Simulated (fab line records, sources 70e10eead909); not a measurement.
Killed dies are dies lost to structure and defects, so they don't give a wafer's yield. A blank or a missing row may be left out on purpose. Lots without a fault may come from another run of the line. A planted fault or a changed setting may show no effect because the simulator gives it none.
A struck lot beside a sound one | flow nand_harc | 18 steps out of a route of 1302
Sound: wafers L324.1, L324.3, L324.5. Struck: wafers L327.2, L327.5, L327.6. The cause comes at the end.
At each step with rows: each side's tool, then ch and its chambers, then its first start. Under that, the readings that differ: sound wafers | struck wafers | difference of the means | sigmas: that difference in standard deviations of wafers without a fault.
alike: readings whose means differ by less than 2 such deviations, and words and numbers that are the same on both sides. not compared: withheld readings, readings that some wafer has no value for, bounds like >300 that may hide the same value, and numbers for which the record gives no deviation and whose values overlap.
The two part at a step that has a row with sigmas, a row that says differs or no value, or rows on one side only. Numbers that don't overlap but have no deviation are shown without sigmas and don't part them. A reading that every wafer of one side lacks parts them only if that side has two wafers or more.

NHARC_P_ZERO_WELL_CD_MEAS_24: target cd 720 nm.
  sound on cd_sem-01 ch 0, day 6 12:37; struck on cd_sem-01 ch 0, day 7 18:20
  alike: cd_nm
then, 1 step without rows for these wafers: NHARC_P_ZERO_WELL_HARDBAKE_25 (time 80 s).
NHARC_P_ZERO_WELL_DESCUM_26: chemistry O2, time 3 s.
  sound on rie_diel-04 ch 0,1,2, day 6 15:00; struck on rie_diel-01 ch 0,3, day 7 18:29
  alike: drypump_motor_current_A, oes_product_au, rf_vpp_V, showerhead_plenum_p_Torr, throttle_valve_pct
  not compared: rf_hours_counter_h
then, 9 steps without rows for these wafers: NHARC_P_ZERO_WELL_IMPLANT_27; NHARC_P_ZERO_WELL_IMPLANT_57; NHARC_P_ZERO_WELL_IMPLANT_58; NHARC_P_ZERO_WELL_STRIP_28 (strips in SPM, time 840 s); NHARC_P_ZERO_WELL_DEHYDRATE_29 (time 120 s); NHARC_P_ZERO_WELL_HMDS_30 (time 30 s); NHARC_P_ZERO_WELL_COAT_31; NHARC_P_ZERO_WELL_SOFTBAKE_32 (time 95 s); NHARC_P_ZERO_WELL_EBR_33.
NHARC_P_ZERO_WELL_EXPOSE_34: exposes mask P PWELL, target cd 720 nm.
  sound on krf_scanner-02 ch 0, day 6 16:11; struck on krf_scanner-01 ch 0, day 7 19:43
  reading | sound                         | struck                     | difference | sigmas
  mask    | P_PWELL#0 P_PWELL#0 P_PWELL#0 | P_HVPW#0 P_HVPW#0 P_HVPW#0 | differs    |
then, 2 steps without rows for these wafers: NHARC_P_ZERO_WELL_PEB_35 (peb time 85 s); NHARC_P_ZERO_WELL_DEVELOP_36 (time 70 s).
NHARC_P_ZERO_WELL_CD_MEAS_37: target cd 720 nm.
  sound on cd_sem-01 ch 0, day 6 16:20; struck on cd_sem-02 ch 0, day 7 19:52
  reading    | sound             | struck | difference                    | sigmas
  cd_nm (nm) | 719.6 723.1 719.9 | - - -  | no value on the struck wafers |
then, 1 step without rows for these wafers: NHARC_P_ZERO_WELL_HARDBAKE_38 (time 80 s).
-- the record jumps here: 23 days lie between the struck wafers' starts before and after (it left off in module P_ZERO_WELL and takes up again in module END, whose first step shown is number 1302 of the route) --
NHARC_END_SORT_01:
  the record has rows for the struck wafers here (prober-01 ch 0, day 30 08:37) and none for the sound ones

WHERE THEY PART
First at NHARC_P_ZERO_WELL_EXPOSE_34; last, within this record, at NHARC_END_SORT_01.

WHY: what the simulator had put in
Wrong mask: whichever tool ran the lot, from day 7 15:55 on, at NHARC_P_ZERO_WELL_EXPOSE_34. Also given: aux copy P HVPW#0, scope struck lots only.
